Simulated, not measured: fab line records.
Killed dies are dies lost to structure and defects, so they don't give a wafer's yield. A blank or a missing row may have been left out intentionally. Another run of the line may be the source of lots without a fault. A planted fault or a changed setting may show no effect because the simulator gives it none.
Matching of chambers + flow n5Finfet + aldMetal-02 running N5_HKMG_FIN_ALD_91: 4 sister chambers
The step deposits TiN, target thk 1 nm, pulse time 1 s, purge time 3 s. 4 wafers are shown with their chamber, then 12 later ones without.

## WAFERS PAIRED WITH THEIR CHAMBERS
| wafer  | chamber | heaterPowerW (W) |
|--------|---------|------------------|
| L082.1 | 3       | 743              |
| L083.2 | 0       | 873              |
| L083.3 | 1       | 877              |
| L083.4 | 2       | 816              |

## WAFERS WITHOUT THEIR CHAMBER
| wafer  | heaterPowerW (W) |
|--------|------------------|
| L084.1 | 830              |
| L084.2 | 767              |
| L084.3 | 881              |
| L089.2 | 841              |
| L089.5 | 825              |
| L089.6 | 790              |
| L093.2 | 845              |
| L093.5 | 758              |
| L093.6 | 834              |
| L094.3 | 830              |
| L094.4 | 850              |
| L094.5 | 886              |

## EACH ONE'S CHAMBER
| wafer  | from the rows above          | in truth |
|--------|------------------------------|----------|
| L084.1 | can't be placed: 2 or 0 or 1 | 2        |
| L084.2 | can't be placed: 3 or 2      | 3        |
| L084.3 | can't be placed: 1 or 0      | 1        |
| L089.2 | can't be placed: 2 or 0 or 1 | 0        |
| L089.5 | 2                            | 2        |
| L089.6 | can't be placed: 2 or 3      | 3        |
| L093.2 | can't be placed: 0 or 2 or 1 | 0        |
| L093.5 | 3                            | 3        |
| L093.6 | can't be placed: 2 or 0 or 1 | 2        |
| L094.3 | can't be placed: 2 or 0 or 1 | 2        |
| L094.4 | can't be placed: 0 or 1 or 2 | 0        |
| L094.5 | can't be placed: 1 or 0      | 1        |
Correct placement for 2 of the 12. From these rows, 10 cannot be placed; in 10 the true chamber is one of the candidates. Placed wrongly: 0.
How it was worked out, from the rows above alone: a wafer's distance from a chamber is the root of the sum, over the readings, of the square of ((its reading less the chamber's mean) divided by the reading's scatter). If the next closest chamber is less than 2 further off than the closest, the wafer can't be placed; otherwise it belongs to the closest. A chamber's mean is the mean of its shown wafers. The scatter: with one shown wafer a chamber, the root of the mean of the squares of how far each hidden wafer lies from its nearest shown one.
